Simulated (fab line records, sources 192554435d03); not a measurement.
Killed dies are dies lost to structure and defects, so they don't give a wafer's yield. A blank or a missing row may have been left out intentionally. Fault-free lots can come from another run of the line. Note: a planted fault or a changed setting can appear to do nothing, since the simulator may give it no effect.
fab line records	flow n5-finfet
record lots=24	wafers=72	last-day=20
route steps=1938 shown BEOL_M0_CUTY@711 BEOL_M0@734 BEOL_M1@766
lots with no fault: from the same line, run without faults
start-h: start of the lot's first displayed wafer, in hours after the record's first day	wait-h: hours since the lot's step before	" identical to the entry in the row above	L1.1+2: a single row standing in for several wafers	- no value, or no start given	* or withheld: withheld	< > ~ a bound
route shown NAME@n: names a module that has steps shown in the file, with the first one's number in the route	usual: average and standard deviation across the fault-free wafers	same: alike in all rows	chamber/n: place in a boat	sites: per-site readings	_std_site: standard deviation of those values	_edge_site: inner sites' mean taken away from outer sites' mean	radius-mm: for every site, how far away it sits from the centre of the wafer	mask NAME#n: copy n	behind: the last tool/chamber to shape the wafer	hold: why the lot was held/for how many hours/how that ended	device: transistor that didn't switch, given as n, p or np	end of line: the same wafers' tests at the end of the route	a step given without rows: its recipe and nothing more	killed: the dies lost at the first sort to structure and to defects; this is not the yield of the wafer	map: per-die view of a wafer (x killed, . not killed, _ where there is no die)
set.NAME: the run value of the setting; set.NAME@STEP: its run value at that earlier step	model.NAME: the simulator's own value behind a step, which no gauge read
steps of the route over a sample of lots; a table a step, a row a wafer
services: the hour from which a tool's chamber was out of use, counted from the record's first day as start-h (under 0 if before that day), plus the number of hours and why
## steps
# step N5_BEOL_M0_CUTY_DESCUM_61
# recipe chemistry=O2	time-s=7.9	source-power-w=50	bias-power-w=20	pressure-mtorr=20	rf-frequency-hz=2.712e+07	temp-c=40	resist=CAR-ArF-block	o2-flow-sccm=225
# usual drypump-motor-current-A=5.8/0.42	oes-product-au=0.74/0.062	rf-fwd-power-W=49.36/0.22	rf-vpp-V=243.5/0.96	showerhead-plenum-p-Torr=2.11/0.038	throttle-valve-pct=20.40/0.13
lot.wafer	tool	chamber	start-h	wait-h	drypump-motor-current-A	oes-product-au	rf-fwd-power-W	rf-hours-counter-h	rf-vpp-V	showerhead-plenum-p-Torr	throttle-valve-pct
L074.3	rie-diel-05	1	116.11	0.0	6.3	0.90	49.26	21	243.5	2.05	20.11
L074.4	"	2	"	"	5.7	0.73	49.54	179	243.9	2.09	20.25
L074.5	"	2	"	"	5.7	0.74	49.51	-	242.7	2.09	20.25
L076.1	rie-diel-02	3	150.64	0.0	5.8	0.71	49.27	215	244.9	2.15	20.49
L076.4	"	1	"	"	5.6	0.74	49.21	162	241.6	2.08	20.44
L076.6	"	1	"	"	5.6	0.74	49.22	-	242.8	2.08	20.43
L075.2	rie-diel-02	0	151.50	0.3	6.2	0.87	49.07	48	244.5	2.13	20.35
L075.4	"	1	"	"	5.7	0.74	49.19	162	243.0	2.08	20.44
L075.6	"	1	"	"	5.7	0.75	49.22	-	243.9	2.08	20.43
L077.1	rie-diel-02	3	151.79	0.0	5.8	0.70	49.33	216	244.0	2.15	20.48
L077.2	"	0	"	"	6.2	0.88	49.04	48	244.3	2.13	20.35
L077.5	"	1	"	"	5.7	0.75	48.91	-	243.6	2.08	20.43
L078.1	rie-diel-05	2	152.27	0.0	5.7	0.73	49.42	188	242.1	2.09	20.27
L078.3	"	3	"	"	5.5	0.75	49.15	158	243.9	2.17	20.29
L078.4	"	1	"	"	6.3	0.88	49.17	30	242.7	2.05	20.13
L079.1	rie-diel-05	2	160.64	0.0	5.7	0.73	49.35	191	243.2	2.08	20.26
L079.2	"	1	"	"	6.3	0.88	49.30	33	242.2	2.05	20.14
L079.6	"	0	"	"	6.1	0.75	49.70	-	242.9	2.10	20.43
L080.1	rie-diel-05	3	162.49	0.1	5.5	0.76	49.55	162	244.2	2.17	20.30
L080.2	"	2	"	"	5.7	0.73	49.71	191	243.4	2.08	20.27
L080.5	"	3	"	"	5.4	0.76	49.21	-	243.5	2.17	20.31
L081.1	rie-diel-04	3	166.32	0.7	5.4	0.68	49.19	210	243.5	2.15	20.50
L081.3	"	1	"	"	5.4	0.72	49.51	202	244.3	2.15	20.32
L081.4	"	0	"	"	6.0	0.68	49.81	218	243.2	2.07	20.30
L082.3	rie-diel-05	3	171.60	0.1	5.5	0.75	49.19	166	244.5	2.17	20.30
L082.5	"	3	"	"	5.5	0.75	49.10	-	245.1	2.17	20.30
L082.6	"	2	"	"	5.7	0.72	49.66	-	243.1	2.08	20.28
L083.1	rie-diel-04	0	176.45	0.0	6.0	0.68	49.56	222	243.5	2.07	20.31
L083.5	"	3	"	"	5.3	0.68	49.36	-	244.8	2.15	20.52
L083.6	"	2	"	"	6.2	0.75	49.10	-	244.3	2.09	20.43
L084.3	rie-diel-02	3	191.26	0.3	5.8	0.70	49.13	229	243.2	2.14	20.50
L084.5	"	3	"	"	5.8	0.69	49.19	-	244.1	2.14	20.50
L084.6	"	0	"	"	6.2	0.85	48.99	-	243.3	2.13	20.37
L085.3	rie-diel-04	3	193.75	0.1	5.4	0.67	49.41	221	243.6	2.15	20.52
L085.4	"	2	"	"	6.2	0.74	49.37	188	244.5	2.09	20.45
L085.6	"	1	"	"	5.3	0.70	49.62	-	244.2	2.15	20.32
L086.2	rie-diel-04	2	201.50	0.9	6.2	0.72	49.53	192	243.5	2.08	20.44
L086.3	"	0	"	"	6.0	0.68	49.35	232	243.2	2.06	20.30
L086.6	"	3	"	"	5.3	0.67	49.56	-	243.3	2.15	20.53
L087.3	rie-diel-02	1	204.23	0.1	5.7	0.73	48.94	184	243.2	2.07	20.48
L087.4	"	2	"	"	4.9	0.73	49.34	169	244.4	2.09	20.67
L087.6	"	2	"	"	4.9	0.74	49.07	-	243.1	2.09	20.69
L088.3	rie-diel-04	1	207.14	0.0	5.3	0.69	49.28	219	242.7	2.15	20.34
L088.5	"	0	"	"	6.0	0.68	49.65	-	243.4	2.06	20.32
L088.6	"	3	"	"	5.3	0.67	49.34	-	243.0	2.15	20.53
L089.2	rie-diel-04	2	217.74	0.4	6.2	0.72	49.55	197	240.6	2.08	20.46
L089.4	"	1	"	"	5.4	0.69	49.48	223	242.9	2.15	20.35
L089.5	"	0	"	"	6.0	0.66	49.68	-	243.3	2.06	20.31
L090.2	rie-diel-02	0	219.24	0.0	6.2	0.84	48.99	74	243.5	2.12	20.40
L090.4	"	3	"	"	5.8	0.69	49.14	-	245.3	2.14	20.52
L090.5	"	0	"	"	6.2	0.85	48.93	-	243.6	2.12	20.41
L091.1	rie-diel-04	1	226.91	0.0	5.3	0.68	49.23	227	245.0	2.14	20.35
L091.3	"	0	"	"	6.0	0.67	49.57	244	242.6	2.06	20.33
L091.4	"	2	"	"	6.2	0.74	49.73	201	244.5	2.08	20.47
L092.2	rie-diel-05	3	230.91	0.1	5.5	0.74	49.36	187	244.4	2.16	20.35
L092.3	"	2	"	"	5.7	0.70	49.51	217	243.4	2.08	20.32
L092.4	"	1	"	"	6.3	0.84	49.21	60	243.4	2.04	20.17
L093.3	rie-diel-04	0	241.67	0.2	6.0	0.66	49.60	249	244.7	2.06	20.35
L093.5	"	0	"	"	6.0	0.67	49.46	-	241.6	2.06	20.34
L093.6	"	3	"	"	5.3	0.66	49.39	-	244.6	2.14	20.54
L095.1	rie-diel-04	3	249.87	0.1	5.3	0.66	49.36	241	244.9	2.14	20.56
L095.4	"	3	"	"	5.3	0.66	49.33	-	244.3	2.14	20.56
L095.6	"	2	"	"	6.2	0.72	49.60	-	241.4	2.08	20.48
L097.1	rie-diel-05	1	252.54	0.2	6.3	0.83	49.17	66	241.8	2.04	20.20
L097.2	"	3	"	"	5.5	0.72	49.38	195	244.0	2.16	20.36
L097.6	"	1	"	"	6.3	0.83	49.35	-	243.5	2.04	20.18
L096.1	rie-diel-05	2	256.17	0.4	5.7	0.70	49.49	226	242.2	2.07	20.32
L096.3	"	0	"	"	6.1	0.72	49.59	159	243.7	2.09	20.48
L096.6	"	2	"	"	5.7	0.70	49.65	-	242.4	2.07	20.33
L094.1	rie-diel-02	2	260.42	0.0	4.9	0.71	49.53	199	242.1	2.08	20.73
L094.2	"	0	"	"	6.2	0.82	49.12	94	244.2	2.12	20.43
L094.6	"	1	"	"	5.7	0.70	49.32	-	243.7	2.06	20.51
# step N5_BEOL_M0_SPUTTER_116
# recipe material=Cu	target-thk-a=40	temp-c=-20	chamber-pressure-pa=0.07	power-w=withheld	time-s=7.37
# usual chamber-pressure-pa=0.06999/0.00016	throttle-valve-pct=29.9/0.98
lot.wafer	tool	chamber	start-h	wait-h	chamber-pressure-pa	throttle-valve-pct
L074.3	pvd-sputter-03	-	124.74	2.1	0.0698	29.0
L074.4	"	-	"	"	0.07011	29.5
L074.5	"	-	"	"	0.07048	29.5
L076.1	pvd-sputter-03	-	154.85	0.1	0.07015	31.2
L076.4	"	-	"	"	0.07008	30.7
L076.6	"	-	"	"	0.07001	29.7
L078.1	pvd-sputter-03	-	155.51	0.1	0.06976	28.9
L078.3	"	-	"	"	0.07021	31.1
L078.4	"	-	"	"	0.07007	30.8
L077.1	pvd-sputter-01	-	156.19	0.1	0.06976	28.8
L077.2	"	-	"	"	0.06992	30.5
L077.5	"	-	"	"	0.06984	28.9
L075.2	pvd-sputter-01	-	156.83	0.1	0.06978	30.3
L075.4	"	-	"	"	0.06975	29.6
L075.6	"	-	"	"	0.06997	30.7
L079.1	pvd-sputter-01	-	163.91	0.2	0.06999	30.5
L079.2	"	-	"	"	0.06994	30.4
L079.6	"	-	"	"	0.07006	30.4
L080.1	pvd-sputter-03	-	166.34	0.1	0.07002	30.8
L080.2	"	-	"	"	0.07004	31.2
L080.5	"	-	"	"	0.07015	30.6
L081.1	pvd-sputter-02	-	171.28	0.2	0.06998	27.3
L081.3	"	-	"	"	0.06999	29.8
L081.4	"	-	"	"	0.06983	30.5
L082.3	pvd-sputter-03	-	174.45	0.1	0.07	29.8
L082.5	"	-	"	"	0.06993	30.9
L082.6	"	-	"	"	0.07012	30.4
L083.1	pvd-sputter-01	-	181.54	1.3	0.0699	30.4
L083.5	"	-	"	"	0.07002	28.6
L083.6	"	-	"	"	0.06976	29.8
L084.3	pvd-sputter-02	-	194.32	0.3	0.06982	29.9
L084.5	"	-	"	"	0.07004	30.2
L084.6	"	-	"	"	0.06969	30.0
L085.3	pvd-sputter-01	-	198.11	0.1	0.06972	29.7
L085.4	"	-	"	"	0.07027	30.5
L085.6	"	-	"	"	0.06993	30.8
L086.2	pvd-sputter-02	-	206.24	0.3	0.06995	30.2
L086.3	"	-	"	"	0.06984	29.7
L086.6	"	-	"	"	0.07018	27.3
L087.3	pvd-sputter-01	-	207.52	0.1	0.06996	28.6
L087.4	"	-	"	"	0.07003	30.5
L087.6	"	-	"	"	0.06986	30.6
L088.3	pvd-sputter-03	-	214.09	0.1	0.06986	31.0
L088.5	"	-	"	"	0.0701	31.3
L088.6	"	-	"	"	0.06998	28.9
L089.2	pvd-sputter-01	-	220.78	0.1	0.07006	28.8
L089.4	"	-	"	"	0.06991	29.5
L089.5	"	-	"	"	0.0701	30.5
L090.2	pvd-sputter-01	-	224.78	0.1	0.06988	30.5
L090.4	"	-	"	"	0.06995	30.8
L090.5	"	-	"	"	0.07013	30.4
L091.1	pvd-sputter-01	-	230.37	0.1	0.06987	29.7
L091.3	"	-	"	"	0.07006	28.9
L091.4	"	-	"	"	0.06985	30.6
L092.2	pvd-sputter-02	-	237.24	1.1	0.06969	27.3
L092.3	"	-	"	"	0.07019	30.2
L092.4	"	-	"	"	0.06987	30.7
L093.3	pvd-sputter-03	-	245.89	1.5	0.07004	29.2
L093.5	"	-	"	"	0.07011	29.0
L093.6	"	-	"	"	0.07029	29.5
L095.1	pvd-sputter-02	-	258.17	0.3	0.0698	30.3
L095.4	"	-	"	"	0.07011	30.6
L095.6	"	-	"	"	0.07016	27.4
L097.1	pvd-sputter-03	-	258.18	0.3	0.06976	28.9
L097.2	"	-	"	"	0.06995	30.5
L097.6	"	-	"	"	0.06994	29.1
L096.1	pvd-sputter-03	-	259.59	0.1	0.0703	29.3
L096.3	"	-	"	"	0.0698	30.5
L096.6	"	-	"	"	0.07001	29.7
L094.1	pvd-sputter-01	-	267.85	1.2	0.06985	30.6
L094.2	"	-	"	"	0.07016	30.6
L094.6	"	-	"	"	0.06985	28.9
# step N5_BEOL_M0_DEP_125
# recipe material=SiCN	target-thk-a=80	temp-c=withheld	precursor=3MS/NH3	pressure-torr=3	rf-w=202	time-s=14
# usual rf-fwd-power-W=199.5/0.86	showerhead-plenum-p-Torr=3.657/0.0096	throttle-valve-pct=9.0/0.33
lot.wafer	tool	chamber	start-h	wait-h	rf-fwd-power-W	showerhead-plenum-p-Torr	throttle-valve-pct
L074.3	pecvd-02	2	126.14	0.0	198.9	3.672	8.5
L074.4	"	0	"	"	199.7	3.645	9.3
L074.5	"	2	"	"	199.8	3.671	8.9
L076.1	pecvd-04	1	156.22	0.0	199.6	3.668	9.4
L076.4	"	1	"	"	199.2	3.669	9.4
L076.6	"	0	"	"	200.5	3.669	9.0
L078.1	pecvd-04	0	156.92	0.0	200.3	3.668	9.0
L078.3	"	2	"	"	200.0	3.672	9.0
L078.4	"	0	"	"	200.4	3.672	9.0
L077.1	pecvd-01	1	157.53	0.0	200.2	3.656	9.4
L077.2	"	2	"	"	198.0	3.657	8.5
L077.5	"	0	"	"	199.6	3.664	8.8
L075.2	pecvd-02	2	158.19	0.0	199.6	3.664	8.9
L075.4	"	1	"	"	197.8	3.642	9.1
L075.6	"	2	"	"	200.4	3.662	8.8
L079.1	pecvd-01	0	165.25	0.0	199.5	3.671	8.7
L079.2	"	2	"	"	200.0	3.657	8.5
L079.6	"	2	"	"	198.2	3.649	8.3
L080.1	pecvd-02	0	168.19	0.0	199.2	3.647	9.5
L080.2	"	1	"	"	197.3	3.637	8.9
L080.5	"	0	"	"	199.8	3.651	9.3
L081.1	pecvd-01	2	172.74	0.0	199.2	3.646	8.3
L081.3	"	1	"	"	199.6	3.655	9.4
L081.4	"	1	"	"	200.0	3.663	9.3
L082.3	pecvd-04	0	175.81	0.0	199.9	3.666	9.3
L082.5	"	1	"	"	199.2	3.657	9.0
L082.6	"	0	"	"	199.1	3.663	9.0
L083.1	pecvd-04	0	182.95	0.0	199.4	3.670	9.1
L083.5	"	1	"	"	201.1	3.668	9.3
L083.6	"	2	"	"	200.1	3.666	9.0
L084.3	pecvd-01	0	195.68	0.0	199.9	3.661	8.9
L084.5	"	0	"	"	199.9	3.672	8.9
L084.6	"	2	"	"	197.7	3.643	8.6
L085.3	pecvd-02	1	199.70	0.0	198.8	3.644	9.1
L085.4	"	0	"	"	199.0	3.644	9.2
L085.6	"	2	"	"	200.3	3.664	8.9
L086.2	pecvd-02	2	208.78	0.0	199.4	3.661	8.7
L086.3	"	1	"	"	198.9	3.651	8.8
L086.6	"	0	"	"	199.0	3.646	9.4
L087.3	pecvd-02	2	209.47	0.0	200.2	3.662	8.8
L087.4	"	1	"	"	197.2	3.649	9.0
L087.6	"	2	"	"	199.7	3.667	8.8
L088.3	pecvd-02	1	216.58	0.0	197.6	3.648	8.8
L088.5	"	0	"	"	199.8	3.658	9.7
L088.6	"	1	"	"	197.8	3.648	9.2
L089.2	pecvd-01	2	222.12	0.0	199.0	3.657	8.6
L089.4	"	2	"	"	198.7	3.649	8.6
L089.5	"	1	"	"	201.2	3.652	9.5
L090.2	pecvd-02	2	226.12	0.0	199.8	3.665	8.8
L090.4	"	1	"	"	197.7	3.632	9.1
L090.5	"	2	"	"	199.1	3.674	8.8
L091.1	pecvd-01	0	231.83	0.0	200.3	3.669	8.8
L091.3	"	1	"	"	201.4	3.664	9.2
L091.4	"	0	"	"	199.3	3.661	8.5
L092.2	pecvd-01	0	238.58	0.0	198.7	3.660	8.6
L092.3	"	1	"	"	200.3	3.645	9.4
L092.4	"	0	"	"	199.0	3.668	8.7
L093.3	pecvd-04	2	247.36	0.0	198.8	3.668	9.2
L093.5	"	1	"	"	199.1	3.664	9.3
L093.6	"	2	"	"	199.7	3.652	9.0
L095.1	pecvd-04	0	259.51	0.0	200.0	3.668	9.0
L095.4	"	0	"	"	200.1	3.663	9.3
L095.6	"	2	"	"	199.8	3.660	9.1
L097.1	pecvd-01	1	259.69	0.0	199.2	3.651	9.7
L097.2	"	0	"	"	199.8	3.661	8.5
L097.6	"	1	"	"	200.4	3.663	9.4
L096.1	pecvd-04	0	260.93	0.0	199.2	3.655	8.7
L096.3	"	2	"	"	199.5	3.662	8.8
L096.6	"	0	"	"	200.7	3.667	9.1
L094.1	pecvd-02	1	269.40	0.0	199.1	3.643	8.9
L094.2	"	0	"	"	199.1	3.652	9.3
L094.6	"	2	"	"	199.4	3.656	8.8
# step N5_BEOL_M1_INSPECT_13
# recipe mode=adi	inspect-instrument=brightfield
# usual raw-defect-count=428/93
lot.wafer	tool	chamber	start-h	wait-h	raw-defect-count
L074.3	defect-inspect-02	-	127.34	0.0	517
L074.4	"	-	"	"	445
L074.5	"	-	"	"	459
L076.1	defect-inspect-02	-	157.28	0.1	336
L076.4	"	-	"	"	299
L076.6	"	-	"	"	298
L078.1	defect-inspect-02	-	159.80	0.1	435
L078.3	"	-	"	"	321
L078.4	"	-	"	"	351
L075.2	defect-inspect-02	-	159.84	0.0	528
L075.4	"	-	"	"	503
L075.6	"	-	"	"	645
L077.1	defect-inspect-02	-	159.88	0.1	476
L077.2	"	-	"	"	511
L077.5	"	-	"	"	696
L079.1	defect-inspect-02	-	166.20	0.1	293
L079.2	"	-	"	"	295
L079.6	"	-	"	"	259
L080.1	defect-inspect-01	-	170.48	0.1	355
L080.2	"	-	"	"	431
L080.5	"	-	"	"	395
L081.1	defect-inspect-01	-	174.66	0.1	528
L081.3	"	-	"	"	525
L081.4	"	-	"	"	427
L082.3	defect-inspect-02	-	177.18	0.0	329
L082.5	"	-	"	"	365
L082.6	"	-	"	"	493
L083.1	defect-inspect-02	-	183.72	0.1	285
L083.5	"	-	"	"	314
L083.6	"	-	"	"	429
L084.3	defect-inspect-01	-	197.32	0.0	566
L084.5	"	-	"	"	653
L084.6	"	-	"	"	366
L085.3	defect-inspect-02	-	201.55	0.0	388
L085.4	"	-	"	"	440
L085.6	"	-	"	"	447
L086.2	defect-inspect-01	-	210.52	0.0	353
L086.3	"	-	"	"	478
L086.6	"	-	"	"	679
L087.3	defect-inspect-02	-	210.86	0.0	243
L087.4	"	-	"	"	417
L087.6	"	-	"	"	476
L088.3	defect-inspect-01	-	217.63	0.0	581
L088.5	"	-	"	"	525
L088.6	"	-	"	"	685
L089.2	defect-inspect-02	-	223.04	0.0	464
L089.4	"	-	"	"	490
L089.5	"	-	"	"	423
L090.2	defect-inspect-02	-	228.18	0.0	433
L090.4	"	-	"	"	402
L090.5	"	-	"	"	510
L091.1	defect-inspect-01	-	234.10	0.1	521
L091.3	"	-	"	"	429
L091.4	"	-	"	"	454
L092.2	defect-inspect-01	-	241.12	0.0	262
L092.3	"	-	"	"	387
L092.4	"	-	"	"	298
L093.3	defect-inspect-02	-	249.42	0.0	346
L093.5	"	-	"	"	379
L093.6	"	-	"	"	407
L095.1	defect-inspect-02	-	260.95	0.1	314
L095.4	"	-	"	"	430
L095.6	"	-	"	"	377
L097.1	defect-inspect-01	-	261.12	0.1	507
L097.2	"	-	"	"	445
L097.6	"	-	"	"	560
L096.1	defect-inspect-02	-	262.53	0.1	386
L096.3	"	-	"	"	329
L096.6	"	-	"	"	290
L094.1	defect-inspect-01	-	270.86	0.1	443
L094.2	"	-	"	"	422
L094.6	"	-	"	"	490
# step N5_BEOL_M1_ETCH_64
# recipe chemistry=N2/H2	target=SOC	target-depth-a=750	overetch-a=150	mask-material=SiARC	temp-c=40	time-s=112.5	ion-energy-ev=200	pressure-mtorr=30	source-w=840	bias-w=150	n2-flow-sccm=200	h2-flow-sccm=200
# usual drypump-motor-current-A=6.0/0.53	oes-product-au=0.63/0.063	rf-fwd-power-W=836.1/2.9	rf-vpp-V=524.1/2.5	showerhead-plenum-p-Torr=2.55/0.087	throttle-valve-pct=17.96/0.15
lot.wafer	tool	chamber	start-h	wait-h	drypump-motor-current-A	oes-product-au	rf-fwd-power-W	rf-hours-counter-h	rf-vpp-V	showerhead-plenum-p-Torr	throttle-valve-pct
L074.3	rie-diel-03	0	127.46	0.0	5.6	0.58	835.8	175	523.7	2.53	18.02
L074.4	"	3	"	"	5.3	0.73	835.0	20	524.4	2.60	17.82
L074.5	"	0	"	"	5.6	0.58	836.4	-	523.8	2.53	17.99
L076.1	rie-diel-06	1	157.40	0.0	5.2	0.54	837.0	230	525.8	2.61	17.96
L076.4	"	0	"	"	6.4	0.56	834.2	211	525.9	2.62	18.20
L076.6	"	3	"	"	5.2	0.67	831.0	-	525.7	2.59	18.06
L078.1	rie-diel-03	0	159.92	0.0	5.6	0.57	839.5	180	524.2	2.52	17.99
L078.3	"	1	"	"	6.1	0.58	841.6	146	520.2	2.44	17.57
L078.4	"	2	"	"	5.0	0.61	834.0	134	525.9	2.65	17.82
L075.2	rie-diel-01	0	159.95	0.0	6.6	0.64	835.9	79	520.7	2.47	18.08
L075.4	"	0	"	"	6.7	0.65	836.9	-	522.4	2.47	18.07
L075.6	"	1	"	"	6.3	0.61	837.6	-	525.0	2.55	17.78
L077.1	rie-diel-06	2	159.99	0.0	6.4	0.62	841.1	135	521.1	2.45	17.89
L077.2	"	3	"	"	5.2	0.67	834.5	41	525.2	2.59	18.06
L077.5	"	1	"	"	5.2	0.54	839.7	-	525.3	2.61	17.97
L079.1	rie-diel-01	1	166.42	0.0	6.3	0.61	837.8	133	524.5	2.55	17.80
L079.2	"	2	"	"	6.4	0.72	837.2	11	529.4	2.71	18.03
L079.6	"	2	"	"	6.4	0.73	840.9	-	529.1	2.71	18.02
L080.1	rie-diel-01	0	170.73	0.0	6.6	0.64	832.7	84	520.9	2.46	18.09
L080.2	"	1	"	"	6.3	0.61	836.6	134	523.2	2.55	17.80
L080.5	"	1	"	"	6.3	0.61	839.5	-	524.9	2.55	17.80
L081.1	rie-diel-01	1	174.94	0.0	6.3	0.60	839.2	136	523.3	2.55	17.81
L081.3	"	3	"	"	6.0	0.77	833.5	1	521.4	2.49	17.77
L081.4	"	0	"	"	6.7	0.63	832.8	86	520.7	2.46	18.09
L082.3	rie-diel-01	2	177.30	0.0	6.4	0.72	836.6	14	529.0	2.71	18.03
L082.5	"	3	"	"	6.0	0.78	836.0	-	521.3	2.49	17.76
L082.6	"	0	"	"	6.6	0.64	839.4	-	520.5	2.46	18.09
L083.1	rie-diel-01	0	183.83	0.0	6.6	0.64	837.8	89	521.7	2.46	18.09
L083.5	"	0	"	"	6.6	0.63	836.2	-	520.4	2.46	18.08
L083.6	"	1	"	"	6.3	0.60	838.3	-	525.0	2.55	17.82
L084.3	rie-diel-01	2	197.97	0.0	6.4	0.70	839.0	21	528.5	2.71	18.04
L084.5	"	0	"	"	6.6	0.63	831.7	-	521.8	2.46	18.10
L084.6	"	3	"	"	6.0	0.74	833.9	-	523.0	2.49	17.78
L085.3	rie-diel-01	2	201.66	0.0	6.5	0.71	842.7	23	527.1	2.71	18.05
L085.4	"	3	"	"	6.0	0.74	831.1	10	523.1	2.49	17.78
L085.6	"	2	"	"	6.4	0.69	835.1	-	526.2	2.71	18.06
L086.2	rie-diel-01	2	210.76	0.0	6.4	0.70	832.2	27	528.9	2.71	18.07
L086.3	"	1	"	"	6.3	0.60	839.8	149	524.5	2.54	17.83
L086.6	"	1	"	"	6.3	0.60	839.1	-	523.2	2.54	17.85
L087.3	rie-diel-06	3	210.97	0.0	5.2	0.65	835.9	58	524.5	2.58	18.10
L087.4	"	1	"	"	5.2	0.54	838.8	247	525.1	2.60	18.01
L087.6	"	3	"	"	5.2	0.65	832.5	-	525.3	2.58	18.08
L088.3	rie-diel-06	3	217.84	0.0	5.2	0.64	829.7	60	526.1	2.58	18.09
L088.5	"	1	"	"	5.2	0.54	840.9	-	525.1	2.60	17.99
L088.6	"	2	"	"	6.4	0.61	833.6	-	520.5	2.44	17.92
L089.2	rie-diel-06	0	223.15	0.0	6.4	0.55	831.8	229	525.5	2.61	18.22
L089.4	"	0	"	"	6.4	0.56	834.1	-	526.0	2.61	18.23
L089.5	"	2	"	"	6.4	0.61	835.6	-	520.8	2.44	17.94
L090.2	rie-diel-03	3	228.70	0.0	5.3	0.68	835.0	52	525.0	2.59	17.87
L090.4	"	1	"	"	6.1	0.57	836.1	165	520.1	2.43	17.61
L090.5	"	0	"	"	5.6	0.56	834.9	-	523.2	2.51	18.04
L091.1	rie-diel-06	3	234.21	0.0	5.2	0.64	835.9	67	524.4	2.58	18.09
L091.3	"	2	"	"	6.4	0.60	840.0	162	522.2	2.43	17.94
L091.4	"	0	"	"	6.4	0.56	833.2	-	526.0	2.61	18.21
L092.2	rie-diel-06	2	241.73	0.0	6.4	0.60	838.8	165	519.5	2.43	17.94
L092.3	"	0	"	"	6.5	0.55	834.9	238	526.2	2.61	18.23
L092.4	"	0	"	"	6.5	0.55	836.5	-	526.7	2.61	18.23
L093.3	rie-diel-06	2	249.53	0.0	6.4	0.59	834.9	167	520.4	2.43	17.96
L093.5	"	0	"	"	6.4	0.55	834.7	-	525.0	2.61	18.24
L093.6	"	3	"	"	5.2	0.63	834.0	-	523.3	2.57	18.12
L095.1	rie-diel-03	3	261.11	0.0	5.4	0.68	837.7	63	524.3	2.58	17.90
L095.4	"	2	"	"	5.0	0.59	833.8	170	526.1	2.64	17.91
L095.6	"	0	"	"	5.6	0.56	834.5	-	524.4	2.51	18.07
L097.1	rie-diel-01	3	261.24	0.0	6.0	0.72	842.0	30	521.6	2.48	17.82
L097.2	"	2	"	"	6.4	0.68	833.4	40	528.2	2.70	18.07
L097.6	"	2	"	"	6.4	0.68	833.0	-	527.8	2.70	18.09
L096.1	rie-diel-01	3	262.64	0.0	6.0	0.71	833.5	31	521.8	2.48	17.83
L096.3	"	0	"	"	6.6	0.61	840.1	117	522.1	2.45	18.14
L096.6	"	3	"	"	6.0	0.71	834.8	-	521.9	2.48	17.83
L094.1	rie-diel-03	2	270.98	0.0	5.0	0.59	832.3	173	527.0	2.64	17.89
L094.2	"	0	"	"	5.6	0.56	834.9	221	522.9	2.51	18.08
L094.6	"	2	"	"	5.0	0.59	831.5	-	525.5	2.64	17.90
# step N5_BEOL_M1_CD_MEAS_28
# recipe landing-energy-ev=500	detector=se-inlens	target-cd-y-nm=23.3
# usual cd-nm=24.04/0.23
lot.wafer	tool	chamber	start-h	wait-h	cd-nm
L074.3	cd-sem-02	0	128.14	-	23.98
L074.4	"	0	"	"	23.96
L074.5	"	0	"	"	23.60
L076.1	cd-sem-02	0	158.16	-	24.43
L076.4	"	0	"	"	24.06
L076.6	"	0	"	"	24.38
L075.2	cd-sem-02	0	160.62	-	24.07
L075.4	"	0	"	"	23.97
L075.6	"	0	"	"	24.07
L077.1	cd-sem-01	0	160.68	-	24.09
L077.2	"	0	"	"	23.93
L077.5	"	0	"	"	23.98
L078.1	cd-sem-02	0	160.74	-	24.09
L078.3	"	0	"	"	23.92
L078.4	"	0	"	"	24.14
L079.1	cd-sem-01	0	167.18	-	23.88
L079.2	"	0	"	"	23.95
L079.6	"	0	"	"	23.53
L080.1	cd-sem-01	0	171.53	-	24.09
L080.2	"	0	"	"	23.79
L080.5	"	0	"	"	24.13
L081.1	cd-sem-01	0	175.82	-	24.04
L081.3	"	0	"	"	23.92
L081.4	"	0	"	"	24.16
L082.3	cd-sem-01	0	177.97	-	23.72
L082.5	"	0	"	"	24.34
L082.6	"	0	"	"	24.09
L083.1	cd-sem-02	0	184.76	-	24.41
L083.5	"	0	"	"	24.21
L083.6	"	0	"	"	23.94
L084.3	cd-sem-02	0	198.66	-	24.08
L084.5	"	0	"	"	24.25
L084.6	"	0	"	"	23.78
L085.3	cd-sem-01	0	202.49	-	23.58
L085.4	"	0	"	"	23.93
L085.6	"	0	"	"	23.95
L086.2	cd-sem-03	0	211.55	-	24.03
L086.3	"	0	"	"	23.60
L086.6	"	0	"	"	24.28
L087.3	cd-sem-02	0	211.81	-	24.22
L087.4	"	0	"	"	24.20
L087.6	"	0	"	"	24.32
L088.3	cd-sem-01	0	218.51	-	23.60
L088.5	"	0	"	"	24.17
L088.6	"	0	"	"	23.80
L089.2	cd-sem-03	0	223.85	-	23.84
L089.4	"	0	"	"	24.39
L089.5	"	0	"	"	24.12
L090.2	cd-sem-03	0	229.59	-	24.24
L090.4	"	0	"	"	24.12
L090.5	"	0	"	"	24.04
L091.1	cd-sem-02	0	235.01	-	24.29
L091.3	"	0	"	"	24.16
L091.4	"	0	"	"	24.11
L092.2	cd-sem-01	0	242.39	-	23.99
L092.3	"	0	"	"	23.51
L092.4	"	0	"	"	23.90
L093.3	cd-sem-01	0	250.20	-	24.25
L093.5	"	0	"	"	24.13
L093.6	"	0	"	"	23.82
L095.1	cd-sem-01	0	261.77	-	24.08
L095.4	"	0	"	"	23.96
L095.6	"	0	"	"	24.24
L097.1	cd-sem-02	0	262.03	-	24.23
L097.2	"	0	"	"	24.23
L097.6	"	0	"	"	24.28
L096.1	cd-sem-03	0	263.31	-	24.13
L096.3	"	0	"	"	24.37
L096.6	"	0	"	"	24.37
L094.1	cd-sem-03	0	271.77	-	24.05
L094.2	"	0	"	"	23.53
L094.6	"	0	"	"	23.79
## services
tool	chamber	start-h	hours	kind
pvd-sputter-01	-	106.85	4.6	repair
rie-diel-01	2	108.89	-	clean
rie-diel-01	2	108.89	-	consumable-replace:focus-ring
rie-diel-01	2	108.89	-	consumable-replace:showerhead
rie-diel-01	2	108.89	24.0	scheduled-down
rie-diel-01	2	108.89	24.0	vent-cycle
pecvd-02	1	114.09	6.0	repair
pvd-sputter-03	-	118.44	0.6	repair
pecvd-01	0	131.24	13.8	repair
rie-diel-04	1	137.43	26.9	repair
rie-diel-04	-	140.31	15.6	pm
pvd-sputter-02	-	143.09	2.5	repair
rie-diel-01	3	154.08	-	clean
rie-diel-03	1	174.81	17.2	repair
rie-diel-02	-	187.57	0.5	repair
rie-diel-06	0	198.08	6.2	repair
rie-diel-05	1	217.15	4.6	repair
rie-diel-02	1	217.15	5.2	repair
rie-diel-04	3	230.56	7.6	repair
pecvd-02	-	239.28	0.8	repair
pecvd-01	-	242.61	1.4	repair
rie-diel-01	2	247.05	9.9	repair
pecvd-01	1	252.95	6.0	repair
rie-diel-04	2	263.68	2.8	repair
## key
fault none
